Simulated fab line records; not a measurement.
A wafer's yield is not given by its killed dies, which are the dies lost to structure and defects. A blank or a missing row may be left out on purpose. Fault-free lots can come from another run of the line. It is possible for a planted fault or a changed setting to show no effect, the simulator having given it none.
A lot that was struck, set against a sound lot	flow n5_finfet	38 steps out of a route of 1938
Sound: these wafers, L297.2, L297.3, L297.6. Struck: wafers L305.2, L305.3, L305.5. Last of all comes the cause.
Each step with rows lists, per side, the tool, then ch with its chambers, then its first start. Under that, the readings that differ: sound wafers	struck wafers	difference of the means	sigmas: that difference in standard deviations of wafers without a fault.
alike: a reading whose means differ by less than 2 such deviations, as well as words and numbers matching on both sides. not compared: withheld readings; readings where some wafer has no value; bounds like >300 that might hide an equal value; numbers whose values overlap and for which the record gives no deviation.
The two part at a step that has a row with sigmas, a row that says differs or no value, or rows on one side only. When numbers do not overlap yet have no deviation, they are printed without sigmas and do not part them. A reading missing from all wafers of one side parts the sides only when that side holds two or more wafers.

first, 9 steps without rows for these wafers: N5_BEOL_M4_ANNEAL_95 (time 240 s); N5_BEOL_M4_SPUTTER_96 (material Cu, target thk 4.5 nm, time 8.29 s); N5_BEOL_M4_ECD_50 (material Cu, target thk 300 nm); N5_BEOL_M4_ANNEAL_51 (time 90 s); N5_BEOL_M4_CMP_52 (polishes, stops on SiOC, t overpolish 6.8 s, target thk 40 nm); N5_BEOL_M4_PRE_CLEAN_60 (time 15 s); N5_BEOL_M4_CO_CAP_55 (material Co, precursor CCTBA/H2, target thk 2 nm, time 102.1 s); N5_BEOL_M4_PRE_CLEAN_56 (time 15 s); N5_BEOL_M4_DEP_57 (deposits SiCN from 3MS/NH3, target thk 8 nm, time 14 s).
N5_BEOL_M4_RC_MEAS_101:
  sound on prober-01 ch 0, day 11 20:59; struck on prober-01 ch 0, day 13 16:20
reading	sound	struck	difference	sigmas
DIBL_P (mV/V)	34.1 35.3 35.0	39.3 38.4 38.8	+4.0	+3
  alike: DIBL_N, IOFF_N, IOFF_P, ION_N, ION_P, SS_N, SS_P, VT_N, VT_P
then, 24 steps without rows for these wafers: N5_BEOL_M5_ILD_DEP_00 (deposits SiCOH lowk from DEMS/porogen, target thk 140.64 nm, time 25.9 s); N5_BEOL_M5_CURE_79 (cures SiCOH lowk, time 240 s); N5_BEOL_M5_PECVD_70 (deposits SiO2 from TEOS/O2, target thk 16 nm, time 18 s); N5_BEOL_M5_HM_DEP_02 (deposits TiN, target thk 20 nm); N5_BEOL_M5_COAT_59 (time 60 s, resist thk 60 nm); N5_BEOL_M5_COAT_60 (time 60 s, resist thk 12 nm); N5_BEOL_M5_COAT_71 (time 60 s, resist thk 5 nm); N5_BEOL_M5_COAT_05 (resist thk 30 nm); N5_BEOL_M5_EBR_07; N5_BEOL_M5_SOFTBAKE_06 (time 60 s); N5_BEOL_M5_EXPOSE_08 (exposes mask M5, target cd 28 nm); N5_BEOL_M5_PEB_09 (peb time 60 s); N5_BEOL_M5_DEVELOP_10 (develop time 30 s); N5_BEOL_M5_DESCUM_16 (chemistry O2, time 7 s); N5_BEOL_M5_ETCH_72 (etches underlayer in N2/H2, target depth 6.5 nm, time 5.2 s); N5_BEOL_M5_ETCH_61 (etches SiARC in CF4, target depth 15.6 nm, time 26 s); N5_BEOL_M5_ETCH_62 (etches SOC in N2/H2, target depth 75 nm, overetch 15 nm, time 112.5 s); N5_BEOL_M5_STRIP_63 (strips in N2/H2); N5_BEOL_M5_STRIP_73 (strips in N2/H2); N5_BEOL_M5_STRIP_64 (strips in CF4); N5_BEOL_M5_HM_OPEN_17 (chemistry Cl2/BCl3, target TiN, target depth 20 nm, overetch 6 nm); N5_BEOL_M5_STRIP_19 (strips in O2); N5_BEOL_M5_COAT_65 (time 60 s, resist thk 60 nm); N5_BEOL_M5_COAT_66 (time 60 s, resist thk 12 nm).
-- here the record skips 2 days between the struck wafers' starts before and after, leaving off in module BEOL_M5 and picking up in module BEOL_M10 (first step shown: number 1512 of the route) --
N5_BEOL_M10_TRENCH_ETCH_37: etches SiCOH lowk in C4F6/O2, target depth 148.83 nm, time 48 s.
  sound on rie_diel-01 ch 0,2, day 14 01:24; struck on rie_diel-03 ch 1,3, day 15 17:11
  no value came back on the struck wafers for any of 9 readings (C4F6_flow_sccm (sccm), O2_flow_sccm (sccm) and others); on the sound wafers C4F6_flow_sccm (sccm) reads 10.04 9.95 10.00
reading	sound	struck	difference	sigmas
model.TiN_of_BEOL_M10_HM_DEP_02.thk_nm (nm)	16 16 16	19.8 19.8 19.6	+3.7	
  not compared: rf_hours_counter_h
N5_BEOL_M10_OCD_MEAS_38:
  sound on ocd-02 at day 14 01:35; struck on ocd-01 at day 15 17:22
reading	sound	struck	difference	sigmas
trench_depth_nm (nm)	147.8 149.1 148.2	0 0.5 0	-148	-62
N5_BEOL_M10_CMP_52: polishes, stops on SiCOH lowk, t overpolish 7 s, target thk 140 nm.
  sound on cmp-04 ch 1,2,3, day 14 05:13; struck on cmp-04 ch 0,3, day 15 19:56
reading	sound	struck	difference	sigmas
model.Cu_of_BEOL_M10_ECD_50.thk_nm (nm)	139 139.6 139.2	0 0.2 0	-139	
  alike: motor_current_A
-- a jump in the record: the struck wafers' starts before and after are 2 days apart (it breaks off in module BEOL_M10 and resumes in module PASSIVATION, where the first step shown is number 1936 of the route) --
N5_PASSIVATION_PROBE_49:
  sound on prober-02 at day 16 11:13; struck on prober-01 at day 18 06:59
reading	sound	struck	difference	sigmas
defect_limited_yield (%)	90.6 90.7 89.8	0 0 0	-90	-60
killed_at_M4_up	8 14 12	1073 1098 1090	+1076	+99 or more
killed_dies	111 110 120	1180 1180 1180	+1066	+63
killed_on_rim	19 15 16	152 152 152	+135	+31
sort_bin_5_function (%)	5.5 5.7 5.6	95.0 96.4 96.4	+90.3	+96
sort_n_pass	1069 1070 1060	0 0 0	-1066	-63
sort_yield_pct (%)	90.6 90.7 89.8	0 0 0	-90	-60
  alike: killed_at_M0_to_M3, killed_at_contacts, killed_at_front_end, killed_at_other, killed_open, killed_short, sort_bin_6_memory

WHERE THEY PART
At N5_BEOL_M4_RC_MEAS_101 first; at N5_PASSIVATION_PROBE_49 last (within this record only).

WHY: what the simulator had put in
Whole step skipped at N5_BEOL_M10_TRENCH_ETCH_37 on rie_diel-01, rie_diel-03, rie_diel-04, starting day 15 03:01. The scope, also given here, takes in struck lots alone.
